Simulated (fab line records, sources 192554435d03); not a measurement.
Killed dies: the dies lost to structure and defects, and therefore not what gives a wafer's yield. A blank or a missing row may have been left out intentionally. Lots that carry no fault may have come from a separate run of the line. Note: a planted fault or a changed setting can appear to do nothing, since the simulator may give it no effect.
Matching of chambers | flow n5_finfet | rie_diel-06 running N5_GATE_CUT_STRIP_59: 4 sister chambers
The step strips in N2/H2, time 20 s. 7 wafers are shown with their chamber, then 7 later ones without.

## WAFERS PAIRED WITH THEIR CHAMBERS
wafer  | chamber | drypump_motor_current_A (A) | showerhead_plenum_p_Torr (Torr)
L817.5 | 0       | 4.9                         | 3.18
L819.3 | 3       | 6.3                         | 3.44
L828.2 | 2       | 6.4                         | 3.33
L828.3 | 1       | 5.8                         | 3.45
L828.6 | 1       | 5.8                         | 3.45
L830.1 | 0       | 4.9                         | 3.17
L830.3 | 2       | 6.3                         | 3.32

## WAFERS MISSING THEIR CHAMBER
wafer  | drypump_motor_current_A (A) | showerhead_plenum_p_Torr (Torr)
L830.6 | 6.3                         | 3.43
L831.2 | 6.3                         | 3.42
L831.3 | 5.9                         | 3.45
L831.5 | 5.9                         | 3.44
L833.1 | 5.8                         | 3.44
L833.3 | 6.3                         | 3.42
L833.5 | 5.9                         | 3.44

## WHICH CHAMBER EACH ONE RAN IN
wafer  | from the rows above | in truth
L830.6 | 3                   | 3
L831.2 | 3                   | 3
L831.3 | 1                   | 1
L831.5 | 1                   | 1
L833.1 | 1                   | 1
L833.3 | 3                   | 3
L833.5 | 1                   | 1
Placed correctly: 7 of 7. Left unplaced by these rows: 0. Number placed wrongly: 0.
How it was worked out, from the rows above alone: a wafer's distance from a chamber is the root of the sum, over the readings, of the square of ((its reading less the chamber's mean) divided by the reading's scatter). The wafer belongs to the nearest chamber; if the next one is less than 2 further off, it can't be placed. For every chamber, the mean is computed from those of its wafers that are shown. The scatter: the root of (the sum of the squares of (reading less its chamber's mean) over the shown wafers, divided by (wafers less chambers)).
